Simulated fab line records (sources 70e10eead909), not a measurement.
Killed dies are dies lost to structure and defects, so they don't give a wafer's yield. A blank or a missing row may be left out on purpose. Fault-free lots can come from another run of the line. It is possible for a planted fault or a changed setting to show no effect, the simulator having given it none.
fab line records    flow nand-harc
[record] lots = 14  wafers = 42  last-day = 33
route steps=1302 shown A_STAIRCASE@738
lots with no fault: from the same line, run without faults
start-h: the number of hours between the record's first day and the start of the first shown wafer of the lot    wait-h: how many hours have passed since the lot's step before this one    " the same as in the row above    L1.1+2: several wafers, shown together as one row    - value missing, or start not given    * or withheld: withheld    < > ~ a bound
route shown NAME@n: a module of which the file shows steps, and the number in the route of the first    usual: mean/standard deviation taken from wafers without a fault    same: alike in all rows    chamber/n: place in a boat    sites: the reading at each site    _std_site: standard deviation of those values    _edge_site: inner sites' mean taken away from outer sites' mean    radius-mm: for every site, how far away it sits from the centre of the wafer    mask NAME#n: copy n    behind: the last tool/chamber to shape the wafer    hold: why the lot went on hold/how many hours it stayed there/how the hold came to an end    device: the n, p or np transistor that did not switch    end of line: tests of these same wafers at the route's end    for a step that has no rows: nothing shown but its recipe    killed: count of dies lost to structure and defects at first sort (not the wafer's yield)    map: the dies of a wafer, with x for killed, . for not killed, _ for no die there
set.NAME: the run value of the setting; set.NAME@STEP: its run value at that earlier step    model.NAME: the simulator's own value behind a step, which no gauge read
one table for each step of the route and one row for each wafer, over a sample of lots
services: the hour from which a tool's chamber was out of use, counted from the record's first day as start-h (under 0 if before that day), plus the number of hours and why
[[steps]]
[step NHARC_A_STAIRCASE_TRIM_224]
[recipe] time-s = 211.2  o2-flow-sccm = 500  ar-flow-sccm = 0  bias-w = 0  chemistry = O2
[usual] drypump-motor-current-A = 5.8/0.48  oes-product-au = 1.001/0.015  rf-vpp-V = 57.8/0.86  showerhead-plenum-p-Torr = 3.48/0.15  throttle-valve-pct = 17.035/0.0091
[same] bias-w = 0
lot.wafer  tool         chamber  start-h  wait-h  drypump-motor-current-A  oes-product-au  rf-hours-counter-h  rf-vpp-V  showerhead-plenum-p-Torr  throttle-valve-pct
L472.1     rie-diel-05  1        -        -       5.2                      0.992           38                  56.0      3.44                      17.026
L472.5     "            0        "        "       5.8                      0.999           -                   57.6      3.60                      17.028
L472.6     "            1        "        "       5.1                      0.985           -                   59.7      3.44                      17.034
L476.2     rie-diel-04  0        -        -       5.4                      0.991           7                   57.8      3.32                      17.032
L476.4     "            2        "        "       5.7                      1.022           6                   57.9      3.33                      17.035
L476.1     "            3        "        "       6.6                      1.013           6                   56.4      3.62                      17.038
L478.4     rie-diel-04  1        -        -       6.6                      0.998           16                  58.6      3.61                      17.039
L478.2     "            3        "        "       6.6                      1.012           16                  59.1      3.62                      17.012
L478.5     "            1        "        "       6.6                      1.005           -                   56.0      3.61                      17.032
L477.2     rie-diel-04  2        -        -       5.8                      1.020           14                  57.9      3.32                      17.048
L477.3     "            3        "        "       6.6                      1.025           17                  57.7      3.62                      17.029
L477.4     "            1        "        "       6.5                      1.005           16                  58.3      3.61                      17.037
L480.2     rie-diel-04  2        -        -       5.7                      1.021           25                  56.5      3.32                      17.042
L480.5     "            0        "        "       5.3                      0.979           -                   59.2      3.31                      17.027
L480.6     "            1        "        "       6.6                      0.999           -                   58.3      3.60                      17.034
L481.1     rie-diel-10  1        -        -       5.2                      0.993           10                  57.1      3.64                      17.023
L481.5     "            2        "        "       5.5                      1.010           -                   57.9      3.29                      17.034
L481.6     "            3        "        "       6.1                      0.980           -                   57.3      3.51                      17.027
L486.3     rie-diel-10  3        -        -       6.1                      0.987           23                  58.4      3.50                      17.037
L486.1     "            1        "        "       5.2                      0.978           21                  59.0      3.63                      17.026
L486.6     "            3        "        "       6.0                      1.002           -                   58.7      3.50                      17.040
L489.1     rie-diel-05  1        -        -       5.2                      0.999           32                  58.0      3.42                      17.031
L489.6     "            3        "        "       5.7                      0.985           -                   58.2      3.76                      17.033
L489.5     "            0        "        "       5.8                      0.994           -                   58.5      3.57                      17.034
L488.3     rie-diel-04  3        -        -       6.6                      1.017           52                  57.8      3.60                      17.030
L488.1     "            1        "        "       6.6                      1.004           48                  58.2      3.59                      17.020
L488.6     "            3        "        "       6.6                      1.009           -                   57.9      3.60                      17.040
L491.2     rie-diel-04  0        -        -       5.3                      0.999           2                   57.4      3.30                      17.050
L491.3     "            1        "        "       6.6                      1.012           2                   58.5      3.59                      17.029
L491.6     "            3        "        "       6.6                      1.000           -                   57.6      3.59                      17.019
L490.3     rie-diel-05  3        -        -       5.7                      0.970           41                  58.8      3.75                      17.043
L490.1     "            0        "        "       5.8                      0.998           42                  58.9      3.56                      17.038
L490.4     "            2        "        "       5.6                      1.016           40                  58.9      3.44                      17.046
L493.2     rie-diel-10  3        -        -       6.1                      0.995           50                  58.0      3.49                      17.034
L493.3     "            1        "        "       5.2                      0.994           42                  57.9      3.62                      17.038
L493.6     "            3        "        "       6.1                      0.983           -                   57.7      3.49                      17.041
L492.3     rie-diel-10  0        -        -       6.2                      0.982           52                  55.8      3.27                      17.032
L492.4     "            1        "        "       5.2                      0.991           46                  56.1      3.62                      17.010
L492.6     "            2        "        "       5.6                      0.995           -                   57.1      3.27                      17.030
L495.1     rie-diel-04  2        -        -       5.7                      1.000           18                  57.2      3.29                      17.031
L495.3     "            3        "        "       6.6                      1.007           17                  57.9      3.59                      17.037
L495.6     "            0        "        "       5.4                      0.986           -                   57.6      3.29                      17.021
[step NHARC_A_STAIRCASE_TRIM_235]
[recipe] time-s = 211.2  o2-flow-sccm = 500  ar-flow-sccm = 0  bias-w = 0  chemistry = O2
[usual] drypump-motor-current-A = 5.8/0.48  oes-product-au = 1.000/0.014  rf-vpp-V = 57.6/0.94  showerhead-plenum-p-Torr = 3.47/0.15  throttle-valve-pct = 17.036/0.01
[same] bias-w = 0
lot.wafer  tool         chamber  start-h  wait-h  drypump-motor-current-A  oes-product-au  rf-hours-counter-h  rf-vpp-V  showerhead-plenum-p-Torr  throttle-valve-pct
L472.1     rie-diel-10  3        -        -       6.1                      0.996           34                  59.3      3.53                      17.050
L472.6     "            0        "        "       6.2                      0.991           -                   57.5      3.31                      17.022
L472.5     "            1        "        "       5.2                      1.003           -                   57.8      3.65                      17.036
L476.1     rie-diel-04  1        -        -       6.6                      0.995           8                   57.9      3.61                      17.029
L476.4     "            3        "        "       6.6                      1.013           7                   58.6      3.62                      17.035
L476.2     "            0        "        "       5.3                      0.979           8                   57.9      3.32                      17.037
L478.4     rie-diel-04  1        -        -       6.6                      1.003           17                  57.8      3.61                      17.026
L478.2     "            3        "        "       6.6                      1.028           18                  58.2      3.62                      17.005
L478.5     "            1        "        "       6.6                      1.018           -                   58.4      3.61                      17.033
L477.3     rie-diel-10  0        -        -       6.1                      0.999           56                  57.2      3.30                      17.037
L477.4     "            1        "        "       5.2                      0.994           53                  57.2      3.64                      17.044
L477.2     "            3        "        "       6.1                      0.984           55                  58.0      3.52                      17.036
L480.2     rie-diel-05  0        -        -       5.8                      1.004           9                   57.1      3.58                      17.033
L480.5     "            1        "        "       5.2                      1.005           -                   58.6      3.43                      17.046
L480.6     "            2        "        "       5.6                      1.029           -                   57.2      3.46                      17.026
L481.1     rie-diel-10  0        -        -       6.2                      0.990           11                  57.0      3.29                      17.023
L481.6     "            1        "        "       5.2                      1.007           -                   57.6      3.64                      17.029
L481.5     "            2        "        "       5.5                      1.021           -                   57.3      3.29                      17.040
L486.1     rie-diel-10  1        -        -       5.2                      1.010           24                  55.6      3.63                      17.024
L486.3     "            2        "        "       5.5                      1.014           24                  57.2      3.28                      17.041
L486.6     "            1        "        "       5.2                      0.972           -                   57.5      3.63                      17.032
L489.1     rie-diel-05  3        -        -       5.7                      0.977           33                  58.9      3.76                      17.041
L489.5     "            0        "        "       5.8                      0.996           -                   56.7      3.57                      17.054
L489.6     "            1        "        "       5.1                      0.999           -                   57.8      3.41                      17.048
L488.3     rie-diel-04  3        -        -       6.6                      0.999           52                  57.7      3.60                      17.051
L488.1     "            1        "        "       6.6                      0.985           48                  57.0      3.59                      17.031
L488.6     "            0        "        "       5.4                      0.984           -                   55.4      3.30                      17.033
L491.3     rie-diel-04  2        -        -       5.8                      0.990           2                   57.0      3.30                      17.038
L491.2     "            3        "        "       6.6                      1.005           2                   58.2      3.59                      17.044
L491.6     "            2        "        "       5.8                      0.981           -                   57.6      3.30                      17.029
L490.1     rie-diel-10  3        -        -       6.1                      0.992           47                  58.4      3.49                      17.037
L490.4     "            1        "        "       5.2                      0.991           39                  57.2      3.62                      17.057
L490.3     "            2        "        "       5.6                      1.009           38                  56.6      3.27                      17.048
L493.2     rie-diel-10  1        -        -       5.2                      0.988           46                  57.9      3.62                      17.039
L493.3     "            0        "        "       6.1                      0.977           52                  56.5      3.27                      17.030
L493.6     "            1        "        "       5.2                      1.001           -                   58.1      3.62                      17.030
L492.3     rie-diel-05  0        -        -       5.8                      1.005           46                  56.8      3.56                      17.038
L492.4     "            1        "        "       5.1                      1.003           44                  58.1      3.41                      17.040
L492.6     "            0        "        "       5.8                      1.013           -                   56.5      3.56                      17.030
L495.1     rie-diel-04  1        -        -       6.6                      1.013           19                  57.9      3.58                      17.038
L495.3     "            2        "        "       5.8                      1.007           18                  57.9      3.29                      17.043
L495.6     "            3        "        "       6.6                      1.012           -                   57.1      3.59                      17.018
[step NHARC_A_STAIRCASE_PEB_248]
[recipe] peb-temp-c = 115  peb-time-s = 130
[usual] chill-plate-temp-C = 23.00/0.11  exhaust-pa = 45.1/0.92  resist-line-temp-C = 22.99/0.11
lot.wafer  tool            chamber  start-h  wait-h  chill-plate-temp-C  exhaust-pa  resist-line-temp-C
L472.1     litho-track-07  0        361.26   0.1     22.85               44.4        22.89
L472.5     "               0        "        "       22.86               45.1        23.23
L472.6     "               0        "        "       22.97               46.0        22.86
L476.1     litho-track-07  0        390.69   0.1     23.08               45.3        22.83
L476.2     "               0        "        "       23.08               45.2        23.00
L476.4     "               0        "        "       23.18               45.4        23.00
L478.2     litho-track-07  0        417.37   0.1     22.93               45.7        23.05
L478.4     "               0        "        "       22.88               44.6        23.02
L478.5     "               0        "        "       22.88               44.6        23.00
L477.2     litho-track-02  0        418.34   0.1     23.25               42.7        22.97
L477.3     "               0        "        "       22.91               44.6        22.99
L477.4     "               0        "        "       23.11               45.8        23.08
L480.2     litho-track-05  0        440.00   0.1     22.99               46.3        22.98
L480.5     "               0        "        "       23.03               46.2        22.90
L480.6     "               0        "        "       23.08               44.7        23.05
L481.1     litho-track-05  0        462.61   0.1     22.92               45.6        23.07
L481.5     "               0        "        "       22.89               46.5        23.14
L481.6     "               0        "        "       22.81               46.1        22.82
L486.1     litho-track-02  -        506.78   0.1     -                   -           -
L486.3     "               -        "        "       -                   -           -
L486.6     "               -        "        "       -                   -           -
L489.1     litho-track-02  0        525.32   0.1     22.78               45.7        22.94
L489.5     "               0        "        "       22.99               45.1        22.84
L489.6     "               0        "        "       23.01               45.0        22.95
L488.1     litho-track-05  -        526.11   0.1     -                   -           -
L488.3     "               -        "        "       -                   -           -
L488.6     "               -        "        "       -                   -           -
L491.2     litho-track-05  0        554.34   0.1     22.85               44.9        22.60
L491.3     "               0        "        "       22.74               45.7        22.90
L491.6     "               0        "        "       22.91               46.4        22.76
L490.1     litho-track-05  0        554.65   0.1     22.99               43.5        23.00
L490.3     "               0        "        "       23.14               45.6        22.97
L490.4     "               0        "        "       23.14               45.6        23.02
L493.2     litho-track-07  0        568.02   0.1     22.90               43.6        22.77
L493.3     "               0        "        "       23.11               44.1        23.01
L493.6     "               0        "        "       23.21               45.5        23.07
L492.3     litho-track-05  0        569.17   0.0     23.08               45.7        22.99
L492.4     "               0        "        "       23.03               45.5        22.89
L492.6     "               0        "        "       23.11               45.9        22.88
L495.1     litho-track-02  0        594.98   0.1     23.13               45.6        22.93
L495.3     "               0        "        "       23.12               45.0        23.01
L495.6     "               0        "        "       23.12               45.7        22.95
[step NHARC_A_STAIRCASE_STRIP_254]
[recipe] power-w = 1500  temp-c = 250  chemistry = O2
[usual] drypump-motor-current-A = 5.82/0.25  heater-power-w = 365/40
lot.wafer  tool             chamber  start-h  wait-h  drypump-motor-current-A  heater-power-w  rf-hours-counter-h
L472.1     plasma-asher-01  0        362.47   -       5.64                     347             2
L472.6     "                1        "        "       5.52                     303             -
L472.5     "                0        "        "       5.67                     353             -
L476.1     plasma-asher-02  0        391.18   -       6.08                     389             32
L476.2     "                1        "        "       6.11                     404             32
L476.4     "                0        "        "       6.10                     386             -
L478.2     plasma-asher-02  1        417.90   -       6.12                     406             37
L478.4     "                1        "        "       6.11                     400             -
L478.5     "                1        "        "       6.08                     413             -
L477.2     plasma-asher-01  1        419.87   -       5.51                     298             14
L477.4     "                0        "        "       5.68                     353             -
L477.3     "                1        "        "       5.52                     304             -
L480.2     plasma-asher-02  1        440.49   -       6.12                     388             0
L480.6     "                1        "        "       6.12                     396             -
L480.5     "                0        "        "       6.05                     422             -
L481.1     plasma-asher-02  1        463.14   -       6.10                     392             7
L481.5     "                0        "        "       6.08                     420             -
L481.6     "                1        "        "       6.07                     391             -
L486.1     plasma-asher-02  1        507.29   -       6.10                     399             16
L486.3     "                0        "        "       6.06                     406             -
L486.6     "                0        "        "       6.06                     418             -
L489.1     plasma-asher-02  0        525.80   -       6.06                     413             20
L489.6     "                0        "        "       6.07                     418             -
L489.5     "                1        "        "       6.12                     388             -
L488.1     plasma-asher-02  0        526.62   -       6.05                     413             21
L488.3     "                1        "        "       6.12                     396             -
L488.6     "                1        "        "       6.13                     383             -
L491.2     plasma-asher-01  0        554.87   -       5.68                     350             5
L491.3     "                0        "        "       5.65                     357             -
L491.6     "                1        "        "       5.51                     320             -
L490.1     plasma-asher-02  0        555.18   -       6.09                     425             29
L490.4     "                1        "        "       6.11                     388             -
L490.3     "                0        "        "       6.08                     423             -
L493.2     plasma-asher-02  1        568.91   -       6.09                     383             31
L493.3     "                0        "        "       6.06                     405             -
L493.6     "                1        "        "       6.12                     387             -
L492.3     plasma-asher-01  0        569.74   -       5.68                     345             -
L492.4     "                1        "        "       5.51                     329             -
L492.6     "                1        "        "       5.52                     319             -
L495.1     plasma-asher-01  1        595.47   -       5.48                     322             13
L495.3     "                1        "        "       5.52                     324             -
L495.6     "                0        "        "       5.63                     349             -
[[services]]
tool             chamber  start-h  hours  kind
rie-diel-04      -        332.47   2.3    repair
plasma-asher-01  -        342.07   9.0    pm
rie-diel-04      -        355.68   9.0    pm
plasma-asher-02  -        357.16   0.7    repair
rie-diel-10      1        362.18   7.1    repair
plasma-asher-01  -        374.88   0.7    repair
rie-diel-04      2        384.20   2.6    repair
litho-track-02   -        402.00   7.0    pm
rie-diel-05      -        410.51   9.0    pm
rie-diel-10      -        421.86   9.0    pm
rie-diel-05      3        424.54   4.8    repair
litho-track-07   -        426.00   7.0    pm
plasma-asher-02  -        427.04   9.0    pm
plasma-asher-01  -        470.45   8.6    repair
litho-track-05   -        474.00   7.0    pm
rie-diel-10      1        482.68   6.5    repair
rie-diel-04      3        494.50   4.0    repair
plasma-asher-01  -        519.07   9.0    pm
rie-diel-04      -        532.68   9.0    pm
plasma-asher-01  -        542.52   3.2    repair
rie-diel-10      2        543.91   4.8    repair
rie-diel-05      -        561.39   0.7    repair
rie-diel-05      1        576.02   10.6   repair
rie-diel-05      -        587.51   9.0    pm
[[key]]
[first-sign] step = NHARC_A_STAIRCASE_PEB_248  reading = tool-record  direction = missing
effect none on later readings
met-at NHARC_A_STAIRCASE_PEB_248
struck-lots L486,L488
later-rows-left-out L486.1,L486.3,L486.6,L488.1,L488.3,L488.6
sort-left-out L486.1,L486.3,L486.6,L488.1,L488.3,L488.6
tester-left-out L486,L488
not-acting-at NHARC_A_STAIRCASE_TRIM_224,NHARC_A_STAIRCASE_TRIM_235,NHARC_A_STAIRCASE_STRIP_254
onset-between 462.61 506.78
[fault] kind = skipped-step-whole  tool = litho-track-02,litho-track-05  chamber = -  onset-h = 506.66  steps = NHARC_A_STAIRCASE_PEB_248  scope = struck-lots-only
// tester-left-out: of these lots the tester's yield and bins aren't shown, on N5 and GAA mostly nor the transistor test; their killed dies are dies lost to structure and defects alone, not to doping, threshold or leakage, so they don't give the yield
// sort-left-out: the simulated sort isn't trusted on such a fault, so these wafers' sort isn't shown, and their yield isn't known
// later-rows-left-out: the simulator's readings of these wafers behind a module that went badly wrong aren't trusted and aren't shown, but for the sort
